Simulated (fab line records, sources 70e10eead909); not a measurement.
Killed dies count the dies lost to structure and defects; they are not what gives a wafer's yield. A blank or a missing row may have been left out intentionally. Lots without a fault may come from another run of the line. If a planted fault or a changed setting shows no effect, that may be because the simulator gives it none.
fab line records	flow nandHarc	part 1 of 2: steps 1 to 21 of 31
record: lots: 5	wafers: 15	lastDay: 31
route steps=1302 shown A_BLC@1110 A_M0@1137
lots with no fault: from the same line, run without faults
startH: the number of hours between the record's first day and the start of the first shown wafer of the lot	waitH: hours elapsed since this lot's preceding step	" same as the row above	L1.1+2: one row covering several wafers at once	- no value, or no start given	* or withheld: withheld	< > ~ a bound
route shown NAME@n: names a module that has steps shown in the file, with the first one's number in the route	usual: the fault-free wafers' mean and standard deviation	same: alike in all rows	chamber/n: place in a boat	sites: readings site by site	_std_site: the values' standard deviation	_edge_site: outer sites' mean less inner sites'	radiusMm: how far each site lies from the wafer's centre	mask NAME#n: copy n	behind: the tool/chamber that last shaped the wafer	hold: why the lot went on hold/how many hours it stayed there/how the hold came to an end	device: names the non-switching transistor (n, p or np)	end of line: tests of these same wafers at the route's end	a step without rows: its recipe alone	killed: the dies lost at the first sort to structure and to defects; this is not the yield of the wafer	map: dies across one wafer; x = killed, . = not, _ = none there
set.NAME: the setting the step ran with; set.NAME@STEP: the setting that earlier step ran with	model.NAME: the simulator's own value behind a step, which no gauge read
lots at some steps of the route; a table a step, a row a wafer
services: when a tool's chamber went out of use (startH, in hours from the record's first day, below 0 if earlier), for how many hours, and the reason
== steps ==
step: NHARC_A_BLC_COAT_03
recipe: tempC: 225	timeS: 65
usual: resistLineTempC: 23.01/0.11
lot.wafer	tool	chamber	startH	waitH	resistLineTempC
L079.1	lithoTrack-04	0	-	-	23.12
L079.2	"	0	"	"	23.00
L079.4	"	0	"	"	23.01
L081.1	lithoTrack-01	0	-	-	22.85
L081.2	"	0	"	"	22.86
L081.6	"	0	"	"	22.98
L084.1	lithoTrack-04	0	-	-	22.99
L084.4	"	0	"	"	23.12
L084.5	"	0	"	"	23.09
L085.2	lithoTrack-04	0	-	-	23.08
L085.4	"	0	"	"	23.03
L085.5	"	0	"	"	23.00
L091.1	lithoTrack-06	0	-	-	23.10
L091.4	"	0	"	"	23.12
L091.5	"	0	"	"	23.01
step: NHARC_A_BLC_COAT_04
recipe: spinRpm: 1500	resistThkNm: 90
usual: resistLineTempC: 23.01/0.12
lot.wafer	tool	chamber	startH	waitH	resistLineTempC
L079.1	lithoTrack-04	0	-	-	22.94
L079.2	"	0	"	"	22.90
L079.4	"	0	"	"	22.86
L081.1	lithoTrack-01	0	-	-	22.86
L081.2	"	0	"	"	22.77
L081.6	"	0	"	"	22.96
L084.1	lithoTrack-04	0	-	-	23.17
L084.4	"	0	"	"	23.09
L084.5	"	0	"	"	23.15
L085.2	lithoTrack-04	0	-	-	22.84
L085.4	"	0	"	"	22.93
L085.5	"	0	"	"	23.06
L091.1	lithoTrack-06	0	-	-	22.99
L091.4	"	0	"	"	22.98
L091.5	"	0	"	"	23.09
step: NHARC_A_BLC_SOFTBAKE_05
recipe: tempC: 105	timeS: 55
usual: resistLineTempC: 23.02/0.11
lot.wafer	tool	chamber	startH	waitH	resistLineTempC
L079.1	lithoTrack-04	0	-	-	22.96
L079.2	"	0	"	"	22.82
L079.4	"	0	"	"	22.72
L081.1	lithoTrack-01	0	-	-	22.86
L081.2	"	0	"	"	23.13
L081.6	"	0	"	"	23.07
L084.1	lithoTrack-04	0	-	-	23.06
L084.4	"	0	"	"	22.97
L084.5	"	0	"	"	23.01
L085.2	lithoTrack-04	0	-	-	23.08
L085.4	"	0	"	"	22.83
L085.5	"	0	"	"	23.18
L091.1	lithoTrack-06	0	-	-	22.99
L091.4	"	0	"	"	22.75
L091.5	"	0	"	"	22.91
step: NHARC_A_BLC_EBR_06
usual: resistLineTempC: 22.98/0.12
lot.wafer	tool	chamber	startH	waitH	resistLineTempC
L079.1	lithoTrack-04	0	-	-	22.87
L079.2	"	0	"	"	22.88
L079.4	"	0	"	"	22.84
L081.1	lithoTrack-01	0	-	-	22.88
L081.2	"	0	"	"	22.75
L081.6	"	0	"	"	22.98
L084.1	lithoTrack-04	0	-	-	23.08
L084.4	"	0	"	"	23.15
L084.5	"	0	"	"	23.13
L085.2	lithoTrack-04	0	-	-	23.02
L085.4	"	0	"	"	22.88
L085.5	"	0	"	"	23.07
L091.1	lithoTrack-06	0	-	-	23.04
L091.4	"	0	"	"	23.08
L091.5	"	0	"	"	23.09
step: NHARC_A_BLC_EXPOSE_07
recipe: na: 1.35	targetCdNm: 100	doseMj: 67.97	maskId: A_BLC
usual: exposureDoseMJCm2: 67.91/0.079
lot.wafer	tool	chamber	startH	waitH	mask	exposureDoseMJCm2
L079.1	arfiScanner-03	0	573.14	-	A_BLC#0	68.03
L079.2	"	0	"	"	A_BLC#0	68.02
L079.4	"	0	"	"	A_BLC#0	67.97
L081.1	arfiScanner-02	0	595.56	-	A_BLC#0	68.01
L081.2	"	0	"	"	A_BLC#0	67.96
L081.6	"	0	"	"	A_BLC#0	68.04
L084.1	arfiScanner-02	0	610.31	-	A_BLC#0	67.90
L084.4	"	0	"	"	A_BLC#0	67.98
L084.5	"	0	"	"	A_BLC#0	67.95
L085.2	arfiScanner-02	0	611.66	-	A_BLC#0	68.00
L085.4	"	0	"	"	A_BLC#0	67.97
L085.5	"	0	"	"	A_BLC#0	67.92
L091.1	arfiScanner-01	0	690.68	-	A_BLC#0	67.86
L091.4	"	0	"	"	A_BLC#0	67.86
L091.5	"	0	"	"	A_BLC#0	67.81
step: NHARC_A_BLC_PEB_08
recipe: pebTempC: 100	pebTimeS: 65
usual: resistLineTempC: 22.99/0.1
lot.wafer	tool	chamber	startH	waitH	resistLineTempC
L079.1	lithoTrack-06	0	573.20	0.1	22.87
L079.2	"	0	"	"	22.98
L079.4	"	0	"	"	23.03
L081.1	lithoTrack-06	0	595.62	0.1	22.96
L081.2	"	0	"	"	22.92
L081.6	"	0	"	"	22.71
L084.1	lithoTrack-06	0	610.37	0.1	22.90
L084.4	"	0	"	"	22.79
L084.5	"	0	"	"	22.86
L085.2	lithoTrack-06	0	611.72	0.1	22.92
L085.4	"	0	"	"	22.91
L085.5	"	0	"	"	22.87
L091.1	lithoTrack-04	0	690.74	0.1	22.89
L091.4	"	0	"	"	22.94
L091.5	"	0	"	"	23.02
step: NHARC_A_BLC_DEVELOP_09
recipe: developTimeS: 35	devTempC: 23
usual: resistLineTempC: 22.99/0.099
lot.wafer	tool	chamber	startH	waitH	resistLineTempC
L079.1	lithoTrack-06	0	-	-	22.96
L079.2	"	0	"	"	23.01
L079.4	"	0	"	"	22.97
L081.1	lithoTrack-06	0	-	-	23.07
L081.2	"	0	"	"	23.14
L081.6	"	0	"	"	23.05
L084.1	lithoTrack-06	0	-	-	22.96
L084.4	"	0	"	"	23.07
L084.5	"	0	"	"	22.97
L085.2	lithoTrack-06	0	-	-	22.94
L085.4	"	0	"	"	22.93
L085.5	"	0	"	"	22.84
L091.1	lithoTrack-04	0	-	-	23.16
L091.4	"	0	"	"	22.93
L091.5	"	0	"	"	22.95
step: NHARC_A_BLC_CD_MEAS_10
recipe: targetCdNm: 100	landingEnergyEv: 500
usual: cdNm: 100.1/0.73
lot.wafer	tool	chamber	startH	waitH	cdNm
L079.1	cdSem-03	0	573.28	-	99.9
L079.2	"	0	"	"	100.2
L079.4	"	0	"	"	99.0
L081.1	cdSem-03	0	595.70	-	101.1
L081.2	"	0	"	"	99.2
L081.6	"	0	"	"	100.1
L084.1	cdSem-01	0	610.45	-	98.9
L084.4	"	0	"	"	99.9
L084.5	"	0	"	"	100.1
L085.2	cdSem-03	0	611.80	-	100.5
L085.4	"	0	"	"	99.6
L085.5	"	0	"	"	100.0
L091.1	cdSem-03	0	690.82	-	99.5
L091.4	"	0	"	"	101.1
L091.5	"	0	"	"	100.4
step: NHARC_A_BLC_OVL_MEAS_11
usual: overlayXNm: -0.2/0.95	overlayYNm: 0.1/0.72
lot.wafer	tool	chamber	startH	waitH	overlayXNm	overlayYNm
L079.1	overlay-01	-	573.37	-	0.1	-1.2
L079.2	"	-	"	"	-0.4	-0.8
L079.4	"	-	"	"	-0.4	-1.1
L081.1	overlay-01	-	595.79	-	-0.6	0.2
L081.2	"	-	"	"	-0.5	0.3
L081.6	"	-	"	"	-0.5	0.2
L084.1	overlay-01	-	610.54	-	1.7	0.3
L084.4	"	-	"	"	1.3	0.4
L084.5	"	-	"	"	1.7	0.5
L085.2	overlay-01	-	611.88	-	0.7	0.3
L085.4	"	-	"	"	0.4	0.3
L085.5	"	-	"	"	0.3	0.1
L091.1	overlay-01	-	690.91	-	-0.3	-0.2
L091.4	"	-	"	"	-0.3	0.3
L091.5	"	-	"	"	-0.4	-0.1
step: NHARC_A_BLC_INSPECT_12
usual: rawDefectCount: 85/44
lot.wafer	tool	chamber	startH	waitH	rawDefectCount
L079.1	defectInspect-02	-	573.41	0.0	191
L079.2	"	-	"	"	152
L079.4	"	-	"	"	193
L081.1	defectInspect-02	-	595.83	0.0	107
L081.2	"	-	"	"	103
L081.6	"	-	"	"	112
L084.1	defectInspect-02	-	610.58	0.0	142
L084.4	"	-	"	"	131
L084.5	"	-	"	"	143
L085.2	defectInspect-02	-	611.92	0.0	33
L085.4	"	-	"	"	29
L085.5	"	-	"	"	20
L091.1	defectInspect-01	-	690.94	0.0	67
L091.4	"	-	"	"	84
L091.5	"	-	"	"	79
step: NHARC_A_BLC_DESCUM_15
recipe: timeS: 3	o2FlowSccm: 200	arFlowSccm: 0	biasPowerW: 0	chemistry: O2
usual: drypumpMotorCurrentA: 5.7/0.36	oesProductAu: 1.007/0.015	rfVppV: 57.7/0.85	showerheadPlenumPTorr: 1.88/0.079	throttleValvePct: 11.310/0.0089
same: biasPowerW: 0
lot.wafer	tool	chamber	startH	waitH	drypumpMotorCurrentA	oesProductAu	rfHoursCounterH	rfVppV	showerheadPlenumPTorr	throttleValvePct
L079.2	rieDiel-04	3	573.47	0.1	6.4	1.014	2	58.2	1.89	11.305
L079.4	"	0	"	"	5.6	0.995	2	57.3	1.82	11.308
L079.1	"	1	"	"	5.7	0.986	2	58.2	1.98	11.287
L081.2	rieDiel-02	0	595.89	0.1	5.6	0.984	4	55.9	1.81	11.310
L081.1	"	3	"	"	5.7	1.021	4	57.2	1.83	11.319
L081.6	"	0	"	"	5.6	0.996	-	57.8	1.81	11.320
L084.1	rieDiel-07	0	610.65	0.1	5.1	1.014	10	58.4	2.00	11.309
L084.4	"	0	"	"	5.0	1.014	-	57.2	2.00	11.301
L084.5	"	1	"	"	5.3	1.000	-	58.0	1.90	11.305
L085.4	rieDiel-02	1	611.99	0.1	6.0	1.000	8	58.5	2.02	11.345
L085.2	"	2	"	"	5.6	0.964	10	57.0	1.78	11.303
L085.5	"	0	"	"	5.6	1.001	-	57.8	1.81	11.309
L091.4	rieDiel-07	2	691.00	0.1	5.8	1.021	2	56.5	1.84	11.325
L091.1	"	3	"	"	5.8	1.021	3	58.2	1.78	11.324
L091.5	"	3	"	"	5.8	1.019	-	57.5	1.78	11.292
step: NHARC_A_BLC_ETCH_16
recipe: targetDepthA: 390	overEtchFrac: 0.3	timeS: 65	ionEnergyEv: 80	cf4FlowSccm: 150	arFlowSccm: 0	rfW: 300	biasW: 100	chemistry: CF4
usual: drypumpMotorCurrentA: 5.7/0.35	oesProductAu: 1.009/0.015	rfFwdPowerW: 296.5/1.3	rfVppV: 151.1/1.1	showerheadPlenumPTorr: 1.74/0.067	throttleValvePct: 13.286/0.0095
lot.wafer	tool	chamber	startH	waitH	drypumpMotorCurrentA	oesProductAu	rfFwdPowerW	rfHoursCounterH	rfVppV	showerheadPlenumPTorr	throttleValvePct
L079.1	rieDiel-04	0	573.55	0.1	5.6	1.001	296.2	2	150.4	1.69	13.294
L079.4	"	1	"	"	5.7	0.987	298.9	2	152.1	1.83	13.285
L079.2	"	2	"	"	6.0	1.004	297.4	3	152.4	1.77	13.261
L081.1	rieDiel-02	0	595.98	0.1	5.6	1.005	296.0	4	150.4	1.68	13.291
L081.2	"	1	"	"	6.1	0.996	297.6	3	152.1	1.86	13.293
L081.6	"	3	"	"	5.7	1.020	293.9	-	150.0	1.70	13.280
L084.1	rieDiel-07	3	610.77	0.1	5.8	1.024	294.9	10	150.3	1.66	13.284
L084.4	"	1	"	"	5.3	0.991	296.9	-	149.8	1.76	13.284
L084.5	"	3	"	"	5.8	1.018	295.7	-	151.6	1.66	13.297
L085.4	rieDiel-02	3	612.07	0.1	5.7	1.024	295.3	10	151.0	1.70	13.281
L085.2	"	2	"	"	5.6	0.970	296.1	10	150.4	1.65	13.291
L085.5	"	0	"	"	5.6	1.002	295.1	-	149.7	1.68	13.287
L091.1	rieDiel-07	0	691.10	0.1	5.1	1.005	297.0	2	152.2	1.84	13.293
L091.4	"	2	"	"	5.7	1.021	296.4	2	152.8	1.70	13.275
L091.5	"	3	"	"	5.8	1.022	295.9	-	151.0	1.66	13.273
step: NHARC_A_BLC_ETCH_17
recipe: targetDepthA: 3900	overEtchFrac: 0.25	timeS: 609.38	ionEnergyEv: 200	n2FlowSccm: 150	h2FlowSccm: 150	arFlowSccm: 0	rfW: 400	biasW: 150	chemistry: N2/H2
usual: drypumpMotorCurrentA: 5.7/0.34	n2FlowSccm: 150.0/0.39	oesProductAu: 1.009/0.015	rfFwdPowerW: 399.4/1.2	rfVppV: 429.7/2.6	showerheadPlenumPTorr: 2.01/0.089	throttleValvePct: 14.173/0.009
lot.wafer	tool	chamber	startH	waitH	drypumpMotorCurrentA	n2FlowSccm	oesProductAu	rfFwdPowerW	rfHoursCounterH	rfVppV	showerheadPlenumPTorr	throttleValvePct
L079.4	rieDiel-04	0	-	-	5.6	150.2	0.997	401.1	2	428.1	1.94	14.172
L079.2	"	2	"	"	6.0	150.1	1.006	399.4	3	429.0	2.04	14.171
L079.1	"	3	"	"	6.4	149.4	1.009	397.8	2	431.6	2.02	14.164
L081.1	rieDiel-02	2	-	-	5.6	149.9	0.979	397.5	4	427.1	1.90	14.171
L081.2	"	3	"	"	5.7	149.5	1.013	400.0	4	428.2	1.95	14.169
L081.6	"	1	"	"	6.1	149.6	1.000	400.9	-	432.8	2.16	14.164
L084.1	rieDiel-07	0	-	-	5.1	150.5	1.013	400.3	10	434.0	2.14	14.179
L084.5	"	0	"	"	5.1	149.1	1.012	400.0	-	432.8	2.14	14.164
L084.4	"	1	"	"	5.3	150.2	0.991	397.8	-	429.2	2.02	14.187
L085.4	rieDiel-02	2	-	-	5.6	149.9	0.980	399.4	10	426.1	1.89	14.186
L085.2	"	3	"	"	5.6	149.5	1.022	398.8	10	428.9	1.95	14.166
L085.5	"	2	"	"	5.6	149.4	0.977	397.6	-	426.1	1.90	14.183
L091.4	rieDiel-07	2	-	-	5.8	150.0	1.022	399.1	2	429.1	1.96	14.167
L091.1	"	3	"	"	5.8	149.8	1.033	399.7	3	426.0	1.90	14.179
L091.5	"	2	"	"	5.8	149.9	1.026	398.9	-	429.4	1.96	14.179
step: NHARC_A_BLC_ETCH_18
recipe: targetDepthA: 9100	c4f8FlowSccm: 20	o2FlowSccm: 10	arFlowSccm: withheld	rfW: 600	biasW: 1500	chemistry: C4F8/O2/Ar
usual: oesProductAu: 0.963/0.026	rfFwdPowerW: 598.5/1.9	rfVppV: 976/5.4
lot.wafer	tool	chamber	startH	waitH	oesProductAu	rfFwdPowerW	rfHoursCounterH	rfVppV
L079.4	rieDiel-04	3	-	-	0.966	600.6	2	978
L079.2	"	1	"	"	0.964	598.0	3	983
L079.1	"	2	"	"	0.976	599.1	3	978
L081.2	rieDiel-02	2	-	-	0.959	598.3	4	970
L081.1	"	3	"	"	0.985	596.2	4	972
L081.6	"	3	"	"	0.998	599.3	-	973
L084.1	rieDiel-07	3	-	-	0.967	599.1	10	969
L084.4	"	1	"	"	0.933	600.7	-	978
L084.5	"	0	"	"	0.964	598.5	-	984
L085.2	rieDiel-02	3	-	-	0.994	598.7	10	972
L085.4	"	0	"	"	0.964	598.9	9	970
L085.5	"	3	"	"	0.987	597.8	-	973
L091.1	rieDiel-07	1	-	-	0.997	593.4	2	977
L091.4	"	3	"	"	0.985	598.2	3	970
L091.5	"	0	"	"	0.980	600.1	-	985
step: NHARC_A_BLC_CD_MEAS_19
usual: cdNm: 99.5/2.9
lot.wafer	tool	chamber	startH	waitH	cdNm
L079.1	cdSem-03	-	574.44	-	95.4
L079.2	"	-	"	"	99.5
L079.4	"	-	"	"	92.0
L081.1	cdSem-02	-	596.86	-	94.2
L081.2	"	-	"	"	99.3
L081.6	"	-	"	"	102.6
L084.1	cdSem-02	-	611.81	-	98.0
L084.4	"	-	"	"	96.9
L084.5	"	-	"	"	98.7
L085.2	cdSem-03	-	612.95	-	96.8
L085.4	"	-	"	"	95.9
L085.5	"	-	"	"	91.1
L091.1	cdSem-02	-	691.97	-	97.2
L091.4	"	-	"	"	99.8
L091.5	"	-	"	"	98.5
step: NHARC_A_BLC_STRIP_29
recipe: cf4FlowSccm: 150	arFlowSccm: 0	biasW: 0	chemistry: CF4
usual: drypumpMotorCurrentA: 5.8/0.36	oesProductAu: 1.006/0.014	rfVppV: 59.2/0.86	showerheadPlenumPTorr: 1.75/0.062	throttleValvePct: 13.284/0.0091
lot.wafer	tool	chamber	startH	waitH	drypumpMotorCurrentA	oesProductAu	rfHoursCounterH	rfVppV	showerheadPlenumPTorr	throttleValvePct
L079.4	rieDiel-07	2	574.51	0.1	5.8	1.026	7	59.1	1.71	13.282
L079.1	"	0	"	"	5.1	1.029	6	58.8	1.85	13.288
L079.2	"	1	"	"	5.3	0.997	7	58.8	1.76	13.276
L081.2	rieDiel-04	2	596.95	0.1	5.9	0.988	3	59.9	1.77	13.276
L081.1	"	3	"	"	6.4	1.023	3	58.3	1.75	13.281
L081.6	"	0	"	"	5.6	1.010	-	60.7	1.69	13.289
L084.4	rieDiel-04	1	611.88	0.1	5.7	1.003	4	59.7	1.83	13.279
L084.1	"	3	"	"	6.4	1.020	4	59.1	1.75	13.277
L084.5	"	2	"	"	5.9	0.993	-	59.4	1.77	13.290
L085.2	rieDiel-07	0	613.02	0.1	5.1	1.012	10	59.1	1.85	13.274
L085.5	"	1	"	"	5.3	0.992	-	59.3	1.75	13.306
L085.4	"	3	"	"	5.8	1.011	-	58.8	1.66	13.268
L091.4	rieDiel-04	3	692.05	0.1	6.4	1.012	9	59.3	1.75	13.288
L091.1	"	1	"	"	5.7	1.003	9	60.1	1.83	13.287
L091.5	"	0	"	"	5.6	1.000	-	59.3	1.69	13.292
step: NHARC_A_BLC_STRIP_21
recipe: o2FlowSccm: 500	arFlowSccm: 0	biasW: 0	chemistry: O2
usual: drypumpMotorCurrentA: 5.8/0.37	oesProductAu: 1.005/0.014	rfVppV: 57.7/0.85	showerheadPlenumPTorr: 3.49/0.12	throttleValvePct: 17.037/0.0094
lot.wafer	tool	chamber	startH	waitH	drypumpMotorCurrentA	oesProductAu	rfHoursCounterH	rfVppV	showerheadPlenumPTorr	throttleValvePct
L079.2	rieDiel-07	1	574.62	0.1	5.4	1.006	7	57.0	3.50	17.037
L079.1	"	3	"	"	5.8	1.025	7	57.4	3.31	17.037
L079.4	"	0	"	"	5.1	1.022	6	57.9	3.69	17.032
L081.1	rieDiel-04	1	597.05	0.1	5.7	0.999	3	58.5	3.65	17.026
L081.2	"	3	"	"	6.4	1.019	3	58.1	3.49	17.042
L081.6	"	0	"	"	5.6	1.002	-	57.8	3.37	17.032
L084.4	rieDiel-04	2	611.99	0.1	6.0	1.004	4	56.6	3.53	17.041
L084.1	"	3	"	"	6.4	1.020	4	57.6	3.49	17.034
L084.5	"	2	"	"	6.0	0.998	-	58.0	3.53	17.037
L085.2	rieDiel-07	1	613.16	0.1	5.4	0.993	11	58.6	3.50	17.033
L085.5	"	1	"	"	5.3	1.001	-	57.2	3.50	17.034
L085.4	"	3	"	"	5.8	1.021	-	58.4	3.30	17.038
L091.4	rieDiel-04	3	692.16	0.1	6.4	1.014	9	57.7	3.49	17.028
L091.1	"	1	"	"	5.8	1.001	9	58.3	3.65	17.050
L091.5	"	2	"	"	6.0	0.999	-	57.3	3.53	17.037
step: NHARC_A_BLC_STRIP_22
recipe: timeS: 600	tempC: 30	chemistry: postEtchResidueRemover
usual: tempC: 30.01/0.1
lot.wafer	tool	chamber	startH	waitH	tempC
L079.1	wetBench-09	7	574.77	-	29.97
L079.2	"	3	"	"	30.04
L079.4	"	4	"	"	30.07
L081.2	wetBench-05	7	597.19	-	30.02
L081.6	"	0	"	"	30.14
L081.1	"	3	"	"	29.89
L084.1	wetBench-09	7	612.15	-	30.19
L084.4	"	0	"	"	30.09
L084.5	"	2	"	"	30.04
L085.5	wetBench-09	1	613.33	-	29.91
L085.4	"	2	"	"	30.11
L085.2	"	5	"	"	30.01
L091.4	wetBench-09	7	692.31	-	30.11
L091.1	"	1	"	"	29.99
L091.5	"	2	"	"	30.13
step: NHARC_A_BLC_DEGAS_30
recipe: tempC: 300	timeS: 60
usual: heaterPowerW: 459/44
lot.wafer	tool	chamber	startH	waitH	heaterPowerW
L079.2	pvdSputter-02	-	575.05	-	520
L079.1	"	-	"	"	491
L079.4	"	-	"	"	466
L081.2	pvdSputter-03	-	597.47	-	539
L081.1	"	-	"	"	477
L081.6	"	-	"	"	532
L084.4	pvdSputter-02	-	612.42	-	517
L084.1	"	-	"	"	458
L084.5	"	-	"	"	526
L085.4	pvdSputter-03	-	613.60	-	527
L085.2	"	-	"	"	478
L085.5	"	-	"	"	458
L091.4	pvdSputter-01	-	692.57	-	495
L091.1	"	-	"	"	393
L091.5	"	-	"	"	519
step: NHARC_A_BLC_PRE_CLEAN_31
recipe: timeS: 15	biasV: 250	gas: Ar
lot.wafer	tool	chamber	startH	waitH
L079.2+4+1	pvdSputter-02	-	-	-
L081.1+2+6	pvdSputter-03	-	-	-
L084.1+4+5	pvdSputter-02	-	-	-
L085.2+4+5	pvdSputter-03	-	-	-
L091.1+4+5	pvdSputter-01	-	-	-
step: NHARC_A_BLC_PVD_32
recipe: targetThkA: 50	chamberPressurePa: 5	powerW: 5000	substrateTempC: 200	timeS: 17.7	material: Ti
usual: throttleValvePct: 29.9/1.1
lot.wafer	tool	chamber	startH	waitH	throttleValvePct
L079.2	pvdSputter-02	-	-	-	29.6
L079.1	"	-	"	"	29.5
L079.4	"	-	"	"	30.8
L081.1	pvdSputter-03	-	-	-	30.9
L081.2	"	-	"	"	30.1
L081.6	"	-	"	"	29.2
L084.1	pvdSputter-02	-	-	-	30.7
L084.4	"	-	"	"	30.9
L084.5	"	-	"	"	30.4
L085.4	pvdSputter-03	-	-	-	30.9
L085.2	"	-	"	"	30.1
L085.5	"	-	"	"	30.8
L091.4	pvdSputter-01	-	-	-	31.3
L091.1	"	-	"	"	29.0
L091.5	"	-	"	"	30.1
